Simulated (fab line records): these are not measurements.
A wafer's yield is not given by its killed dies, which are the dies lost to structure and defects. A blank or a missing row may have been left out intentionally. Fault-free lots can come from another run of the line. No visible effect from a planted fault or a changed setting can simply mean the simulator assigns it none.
Matching of chambers :: flow n5 finfet :: N5_BEOL_M9_DESCUM_33 on rie diel-06 has 4 sister chambers
The step chemistry O2, time 7 s. 4 wafers are shown with their chamber, then 7 later ones without.

## WAFERS WITH THEIR CHAMBER
wafer: L084.2
chamber: 3
throttle valve pct (%): 20.71

wafer: L089.6
chamber: 2
throttle valve pct (%): 20.93

wafer: L091.1
chamber: 1
throttle valve pct (%): 20.11

wafer: L091.4
chamber: 0
throttle valve pct (%): 20.67

## WAFERS WHOSE CHAMBER IS MISSING
wafer: L091.6
throttle valve pct (%): 20.94

wafer: L095.1
throttle valve pct (%): 20.93

wafer: L095.2
throttle valve pct (%): 20.72

wafer: L095.3
throttle valve pct (%): 20.12

wafer: L095.4
throttle valve pct (%): 20.67

wafer: L095.5
throttle valve pct (%): 20.71

wafer: L095.6
throttle valve pct (%): 20.94

## CHAMBER TAKEN BY EACH
wafer: L091.6
from the rows above: 2
in truth: 2

wafer: L095.1
from the rows above: 2
in truth: 2

wafer: L095.2
from the rows above: 3
in truth: 3

wafer: L095.3
from the rows above: 1
in truth: 1

wafer: L095.4
from the rows above: 0
in truth: 0

wafer: L095.5
from the rows above: 3
in truth: 3

wafer: L095.6
from the rows above: 2
in truth: 2
7 of 7 placed correctly. Can't be placed from these rows: 0. Number placed wrongly: 0.
How it was worked out, from the rows above alone: a wafer's distance from a chamber is the root of the sum, over the readings, of the square of ((its reading less the chamber's mean) divided by the reading's scatter). If the next closest chamber is less than 2 further off than the closest, the wafer can't be placed; otherwise it belongs to the closest. For every chamber, the mean is computed from those of its wafers that are shown. The scatter: with one shown wafer a chamber, the root of the mean of the squares of how far each hidden wafer lies from its nearest shown one.
